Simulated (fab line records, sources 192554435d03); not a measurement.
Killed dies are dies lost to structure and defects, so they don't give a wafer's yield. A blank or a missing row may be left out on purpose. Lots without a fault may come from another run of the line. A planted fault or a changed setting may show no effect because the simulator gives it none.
Chamber matching | flow n5_finfet | N5_BEOL_M1_ALD_98 on ald_sin-02: 4 sister chambers
The step deposits SiO2, target thk 2.5 nm, pulse time 1 s, co reactant pulse time 1 s. 16 wafers are shown with their chamber, then 8 later ones without.

WAFERS WITH THEIR CHAMBER
wafer  | chamber | heater_power_w (W) | chamber_pressure_Torr (Torr) | susceptor_temp_C (C)
L082.1 | 3       | 64                 | 2.001                        | 100.07
L082.2 | 0       | 74                 | 1.998                        | 99.88
L082.6 | 0       | 74                 | 2.014                        | 100.14
L085.1 | 2       | 71                 | 2.000                        | 100.13
L085.3 | 3       | 65                 | 1.998                        | 100.26
L085.5 | 3       | 64                 | 2.003                        | 100.00
L086.1 | 2       | 73                 | 1.996                        | 99.93
L086.4 | 0       | 71                 | 1.995                        | 99.97
L086.5 | 1       | 86                 | 1.996                        | 100.08
L088.1 | 0       | 72                 | 2.009                        | 99.99
L088.3 | 1       | 85                 | 2.000                        | 99.83
L088.6 | 3       | 63                 | 2.000                        | 99.97
L089.3 | 2       | 72                 | 1.999                        | 99.85
L089.4 | 1       | 85                 | 2.008                        | 100.11
L089.6 | 2       | 75                 | 1.995                        | 100.01
L093.1 | 2       | 75                 | 2.003                        | 99.97

SIGNATURES (means of the wafers above)
reading               | chamber 0 | chamber 1 | chamber 2 | chamber 3 | scatter within a chamber
heater_power_w        | 72.75     | 85.33     | 73.20     | 64.00     | 1.36
chamber_pressure_Torr | 2.00400   | 2.00133   | 1.99860   | 2.00050   | 0.00556
susceptor_temp_C      | 99.9950   | 100.0067  | 99.9780   | 100.0750  | 0.121
Rule: a wafer's distance from a chamber is the root of the sum, over the readings, of the square of ((its reading less the chamber's mean) divided by the reading's scatter). The wafer belongs to the nearest chamber; if the next one is less than 2 further off, it can't be placed. The scatter: the root of (the sum of the squares of (reading less its chamber's mean) over the shown wafers, divided by (wafers less chambers)).

WAFERS WITHOUT THEIR CHAMBER
wafer  | heater_power_w (W) | chamber_pressure_Torr (Torr) | susceptor_temp_C (C)
L093.5 | 85                 | 2.004                        | 99.95
L093.6 | 71                 | 2.003                        | 100.30
L097.2 | 64                 | 1.992                        | 100.13
L097.3 | 87                 | 2.004                        | 99.78
L097.4 | 70                 | 1.999                        | 100.02
L096.2 | 67                 | 2.002                        | 100.09
L096.4 | 73                 | 2.000                        | 99.90
L096.6 | 71                 | 2.002                        | 100.09

WHICH CHAMBER EACH WENT THROUGH
wafer  | from the rows above     | in truth
L093.5 | 1                       | 1
L093.6 | can't be placed: 0 or 2 | 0
L097.2 | 3                       | 3
L097.3 | 1                       | 1
L097.4 | can't be placed: 0 or 2 | 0
L096.2 | 3                       | 3
L096.4 | can't be placed: 2 or 0 | 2
L096.6 | can't be placed: 0 or 2 | 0
Placed correctly: 4 of 8. Can't be placed from these rows: 4 (the true chamber is among the candidates in 4). Placed wrongly: 0.
